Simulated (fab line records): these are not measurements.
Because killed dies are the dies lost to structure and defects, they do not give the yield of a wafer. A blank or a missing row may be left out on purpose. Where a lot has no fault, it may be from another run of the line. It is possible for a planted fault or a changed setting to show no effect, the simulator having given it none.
A lot that was struck, set against a sound lot || flow n5-finfet || 15 steps out of a route of 1938
Sound: these wafers, L756.3, L756.4, L756.5. Wafers struck: L753.2, L753.3, L753.6. At the end, the cause is stated.
Order at every step that has rows: each side's tool, ch and its chambers, its first start. Under that, the readings that differ: sound wafers || struck wafers || difference of the means || sigmas: that difference in standard deviations of wafers without a fault.
alike: words and numbers the same on both sides, and readings whose means are apart by under 2 such deviations; not compared: readings that were withheld, readings missing a value for some wafer, numbers with overlapping values and no deviation given by the record, and bounds like >300 which may hide the same value.
The two part at a step that has a row with sigmas, a row that says differs or no value, or rows on one side only. Numbers that have no deviation but don't overlap get no sigmas and don't part them. A reading that every wafer of one side lacks parts them only if that side has two wafers or more.

N5_BEOL_M11_CMP_52: polishes, stops on SiCOH lowk, t overpolish 7 s, target thk 140 nm.
  sound on cmp-01 ch 0,1,2, day 15 04:31; struck on cmp-03 ch 0,2, day 14 05:22
  alike: barrier-field-endpoint-s, edge-zone-pressure-frac, motor-current-A, overpolish-run-s, retaining-ring-pressure-frac, slurry-flow-ml-min, time-to-endpoint-s
N5_BEOL_M11_THK_MEAS_53: measures by xrf.
  sound: film-metro-01 at day 15 04:44; struck: film-metro-01 at day 14 05:40
  alike: M11_THK
then, 1 step without rows for these wafers: N5_BEOL_M11_PRE_CLEAN_55 (time 15 s).
N5_BEOL_M11_DEP_56: deposits SiCN from 3MS/NH3, target thk 30 nm, time 10.5 s.
  sound on pecvd-02 ch 0,1,2, day 15 04:47; struck on pecvd-03 ch 0,2, day 14 05:43
{"reading": "throttle-valve-pct (%)", "sound": "19.2 20.2 18.9", "struck": "15.8 17.5 15.7", "difference": -3.1, "sigmas": -3}
  alike: showerhead-plenum-p-Torr
N5_BEOL_M11_RS_MEAS_57: measures by four-point-probe.
  sound: film-metro-01 at day 15 04:51; struck: film-metro-02 at day 14 05:47
  alike: M11_RS
N5_BEOL_M11_INSPECT_58: inspects for defects (darkfield).
  sound: defect-inspect-02 at day 15 04:53; struck: defect-inspect-01 at day 14 05:49
{"reading": "raw-defect-count", "sound": "153 92 92", "struck": "57 45 60", "difference": -58, "sigmas": -2}
N5_BEOL_M12_ILD_DEP_00: deposits SiOC from DEMS/O2, target thk 658.92 nm, time 130.7 s.
  sound on pecvd-04 ch 0,1, day 15 04:55; struck on pecvd-03 ch 0,1,2, day 14 05:51
{"reading": "throttle-valve-pct (%)", "sound": "12.9 12.7 12.8", "struck": "11.6 10.5 11.7", "difference": -1.5, "sigmas": -2}
  alike: heater-power-w, showerhead-plenum-p-Torr
N5_BEOL_M12_THK_MEAS_01:
  sound: film-metro-01 at day 15 05:02; struck: film-metro-01 at day 14 05:59
  alike: M12_ILD_THK
then, 4 steps without rows for these wafers: N5_BEOL_M12_COAT_58 (time 60 s, resist thk 89 nm); N5_BEOL_M12_COAT_04 (resist thk 400 nm); N5_BEOL_M12_EBR_06; N5_BEOL_M12_SOFTBAKE_05 (time 60 s).
N5_BEOL_M12_EXPOSE_07: exposes mask V11.
  sound on krf-scanner-01 ch 0, day 15 05:11; struck on krf-scanner-02 ch 0, day 14 06:07
{"reading": "exposure-dose-mJ-cm2", "sound": "32.51 32.47 32.50", "struck": "31.47 31.44 31.46", "difference": -1.04, "sigmas": -33}
  alike: mask
then, 1 step without rows for these wafers: N5_BEOL_M12_PEB_08 (peb time 90 s).
N5_PASSIVATION_PROBE_49:
  sound: prober-01 at day 16 23:23; struck: prober-02 at day 16 03:01
  alike: defect-limited-yield, killed_at_M0_to_M3, killed_at_M4_up, killed-at-contacts, killed-at-front-end, killed-at-other, killed-dies, killed-open, killed-short, sort_bin_5_function, sort_bin_6_memory, sort-n-pass, sort-yield-pct

WHERE THEY PART
Earliest at N5_BEOL_M11_DEP_56; latest, in this record, at N5_BEOL_M12_EXPOSE_07. Later steps at which nothing parts them and some readings are alike: N5_PASSIVATION_PROBE_49.

WHY: the cause the simulator had injected
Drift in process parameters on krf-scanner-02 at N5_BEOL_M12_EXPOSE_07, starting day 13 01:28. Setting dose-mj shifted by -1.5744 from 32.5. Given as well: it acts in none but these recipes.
